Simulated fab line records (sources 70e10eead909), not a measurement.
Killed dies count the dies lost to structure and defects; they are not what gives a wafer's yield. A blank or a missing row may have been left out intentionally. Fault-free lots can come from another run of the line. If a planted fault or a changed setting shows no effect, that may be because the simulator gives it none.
Chamber matching + flow nand_harc + NHARC_A_WL_FILL_ALD_02 on ald_metal-02: 4 sister chambers
The step deposits TiN, target thk 2 nm, pulse time 3 s, ald cycles 100. 4 wafers are shown with their chamber, then 7 later ones without.

WAFERS WITH THEIR CHAMBER
| wafer  | chamber | heater_power_w (W) |
|--------|---------|--------------------|
| L091.3 | 3       | 1060               |
| L091.6 | 1       | 1005               |
| L093.2 | 0       | 1001               |
| L093.3 | 2       | 1090               |

WAFERS WITH NO CHAMBER GIVEN
| wafer  | heater_power_w (W) |
|--------|--------------------|
| L093.6 | 1090               |
| L096.1 | 989                |
| L096.3 | 1101               |
| L096.6 | 1146               |
| L097.2 | 1018               |
| L097.5 | 992                |
| L097.6 | 1104               |

THE CHAMBER EACH PASSED THROUGH
| wafer  | from the rows above          | in truth |
|--------|------------------------------|----------|
| L093.6 | can't be placed: 2 or 3      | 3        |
| L096.1 | can't be placed: 0 or 1      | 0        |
| L096.3 | can't be placed: 2 or 3      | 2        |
| L096.6 | can't be placed: 2 or 3      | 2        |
| L097.2 | can't be placed: 1 or 0 or 3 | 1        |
| L097.5 | can't be placed: 0 or 1      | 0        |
| L097.6 | can't be placed: 2 or 3      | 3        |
Placed correctly: 0 of 7. Cannot be placed on the basis of these rows: 7; the candidates contain the true chamber in 7. Wrongly placed: 0.
How it was worked out, from the rows above alone: a wafer's distance from a chamber is the root of the sum, over the readings, of the square of ((its reading less the chamber's mean) divided by the reading's scatter). If the next closest chamber is less than 2 further off than the closest, the wafer can't be placed; otherwise it belongs to the closest. For every chamber, the mean is computed from those of its wafers that are shown. The scatter: root of mean squared gap, hidden wafer to nearest shown wafer, with one shown wafer a chamber.
